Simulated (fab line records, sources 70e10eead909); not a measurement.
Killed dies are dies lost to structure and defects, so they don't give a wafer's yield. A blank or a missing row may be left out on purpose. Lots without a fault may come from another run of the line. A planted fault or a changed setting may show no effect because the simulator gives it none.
A struck lot beside a sound one | flow nand_harc | 40 steps out of a route of 1302
Sound: wafers L617.1, L617.4, L617.5. Struck: wafer L627.1. (L627.2, L627.4 of the same lot were not struck and are left out.) The cause comes at the end.
At each step with rows: each side's tool, then ch and its chambers, then its first start. Under that, the readings that differ: sound wafers | struck wafers | difference of the means | sigmas: that difference in standard deviations of wafers without a fault.
alike: readings whose means differ by less than 2 such deviations, and words and numbers that are the same on both sides. not compared: withheld readings, readings that some wafer has no value for, bounds like >300 that may hide the same value, and numbers for which the record gives no deviation and whose values overlap.
The two part at a step that has a row with sigmas, a row that says differs or no value, or rows on one side only. Numbers that don't overlap but have no deviation are shown without sigmas and don't part them. A reading that every wafer of one side lacks parts them only if that side has two wafers or more.

NHARC_P_M0_OVL_MEAS_10: pitch 180 nm.
  sound on overlay-01, day 8 01:22; struck on overlay-01, day 12 11:22
  alike: overlay_x_nm, overlay_y_nm
NHARC_P_M0_INSPECT_11:
  sound on defect_inspect-02, day 8 01:23; struck on defect_inspect-01, day 12 11:25
  alike: raw_defect_count
NHARC_P_M0_DESCUM_14: chemistry O2, time 3 s.
  sound on rie_diel-10 ch 1,3, day 8 01:28; struck on rie_diel-10 ch 1, day 12 11:29
  alike: chamber_pressure_mTorr, drypump_motor_current_A, oes_product_au, rf_vpp_V, showerhead_plenum_p_Torr, throttle_valve_pct
  not compared: rf_hours_counter_h
then, 2 steps without rows for these wafers: NHARC_P_M0_ETCH_34 (etches the open film in N2/H2, target depth 40 nm, overetch 12 nm, time 43.94 s); NHARC_P_M0_ETCH_15 (etches the open film in C4F8/Ar, target depth 150 nm, overetch 15 nm, time 82.5 s).
NHARC_P_M0_CD_MEAS_16:
  sound on cd_sem-02, day 8 01:45; struck on cd_sem-02, day 12 12:14
  alike: cd_nm
then, 3 steps without rows for these wafers: NHARC_P_M0_STRIP_18 (strips in N2/H2); NHARC_P_M0_STRIP_19 (strips in post etch residue remover, time 600 s); NHARC_P_M0_DEGAS_28 (time 60 s).
NHARC_P_M0_PRE_CLEAN_29: time 30 s.
  sound on pvd_sputter-01; struck on pvd_sputter-02
  alike: heater_power_w
then, 1 step without rows for these wafers: NHARC_P_M0_PVD_20 (deposits TaN, target thk 5 nm, time 8.06 s).
NHARC_P_M0_PVD_21: deposits Cu, target thk 30 nm, time 20.49 s.
  sound on pvd_sputter-01; struck on pvd_sputter-02
  alike: throttle_valve_pct
NHARC_P_M0_ECD_22: material Cu, target thk 400 nm.
  sound on ecd_cu-02 ch 0,1, day 8 02:44; struck on ecd_cu-01 ch 0,1, day 12 13:13
then, 2 steps without rows for these wafers: NHARC_P_M0_ANNEAL_30 (time 90 s); NHARC_P_M0_CMP_23 (polishes, t overpolish 20 s, target thk 117.54 nm).
NHARC_P_M0_THK_MEAS_24: measures by xrf.
  sound on film_metro-01, day 8 03:46; struck on film_metro-02, day 12 14:16
  alike: thk_nm
then, 13 steps without rows for these wafers: NHARC_P_M0_SRD_25; NHARC_P_M0_PRE_CLEAN_31 (time 12 s); NHARC_P_M0_DEP_32 (deposits SiCN, target thk 30 nm); NHARC_P_M1_DEP_00 (deposits SiOC, target thk 182.5 nm); NHARC_P_M1_DEHYDRATE_01 (time 120 s); NHARC_P_M1_HMDS_02 (time 30 s); NHARC_P_M1_COAT_34 (time 65 s); NHARC_P_M1_COAT_03 (resist thk 90 nm); NHARC_P_M1_SOFTBAKE_04 (time 55 s); NHARC_P_M1_EBR_05; NHARC_P_M1_EXPOSE_06 (exposes mask P M1, target cd 130 nm); NHARC_P_M1_PEB_07 (peb time 65 s); NHARC_P_M1_DEVELOP_08 (develop time 35 s).
NHARC_P_M1_CD_MEAS_09: target cd 130 nm.
  sound on cd_sem-02 ch 0, day 8 05:19; struck on cd_sem-03 ch 0, day 12 15:49
  reading    | sound             | struck | difference | sigmas
  cd_nm (nm) | 129.9 129.8 130.0 | 131.6  | +1.7       | +3
NHARC_P_M1_OVL_MEAS_10: pitch 260 nm.
  sound on overlay-02, day 8 05:23; struck on overlay-02, day 12 15:55
  alike: overlay_x_nm, overlay_y_nm
NHARC_P_M1_DESCUM_14: chemistry O2, time 3 s.
  sound on rie_diel-06 ch 0,1,2, day 8 05:31; struck on rie_diel-06 ch 3, day 12 16:00
  alike: chamber_pressure_mTorr, drypump_motor_current_A, oes_product_au, rf_vpp_V, showerhead_plenum_p_Torr, throttle_valve_pct
  not compared: rf_hours_counter_h
then, 2 steps without rows for these wafers: NHARC_P_M1_ETCH_35 (etches the open film in N2/H2, target depth 40 nm, overetch 12 nm, time 43.94 s); NHARC_P_M1_ETCH_15 (etches the open film in C4F8/Ar, target depth 182.5 nm, time 91.2 s).
NHARC_P_M1_CD_MEAS_16:
  sound on cd_sem-01, day 8 05:55; struck on cd_sem-03, day 12 16:19
  alike: cd_nm
NHARC_P_M1_STRIP_18: strips in N2/H2.
  sound on rie_diel-04 ch 0,1,3, day 8 05:59; struck on rie_diel-06 ch 0, day 12 16:25
  reading      | sound          | struck | difference | sigmas
  rf_vpp_V (V) | 91.1 90.9 91.7 | 89.1   | -2.1       | -2
  alike: chamber_pressure_mTorr, drypump_motor_current_A, n2_flow_sccm, oes_product_au, power_w, showerhead_plenum_p_Torr, throttle_valve_pct
  not compared: rf_hours_counter_h
then, 3 steps without rows for these wafers: NHARC_P_M1_ETCH_28 (etches the open film in CF4/N2, target depth 30 nm, time 72.99 s); NHARC_P_M1_STRIP_19 (strips in post etch residue remover, time 600 s); NHARC_P_M1_DEGAS_29 (time 60 s).
-- the record jumps here: 18 days lie between the struck wafers' starts before and after (it left off in module P_M1 and takes up again in module END, whose first step shown is number 1302 of the route) --
NHARC_END_SORT_01:
  sound on prober-01 ch 0, day 25 19:56; struck on prober-02 ch 0, day 30 11:11
  reading                  | sound          | struck | difference | sigmas
  defect_limited_yield (%) | 93.4 90.5 91.3 | 41.4   | -50.3      | -20
  killed_at_periphery      | 3 4 5          | 370    | +366       | +99 or more
  killed_dies              | 45 64 59       | 397    | +341       | +20
  sort_bin_2_pct (%)       | 2.8 4.4 3.8    | 22.5   | +18.8      | +17
  sort_bin_3_pct (%)       | 1.0 0.3 0.4    | 3.4    | +2.8       | +8
  sort_bin_4_pct (%)       | 2.8 4.7 4.4    | 32.8   | +28.8      | +19
  sort_n_pass              | 632 613 618    | 280    | -341       | -20
  sort_rim_yield_pct (%)   | 89 84 89       | 43     | -44        | -12
  sort_yield_pct (%)       | 93.4 90.5 91.3 | 41.4   | -50.3      | -20
  alike: killed_at_array, killed_at_other, killed_open, killed_short

WHERE THEY PART
First at NHARC_P_M1_CD_MEAS_09; last, within this record, at NHARC_END_SORT_01.

WHY: what the simulator had put in
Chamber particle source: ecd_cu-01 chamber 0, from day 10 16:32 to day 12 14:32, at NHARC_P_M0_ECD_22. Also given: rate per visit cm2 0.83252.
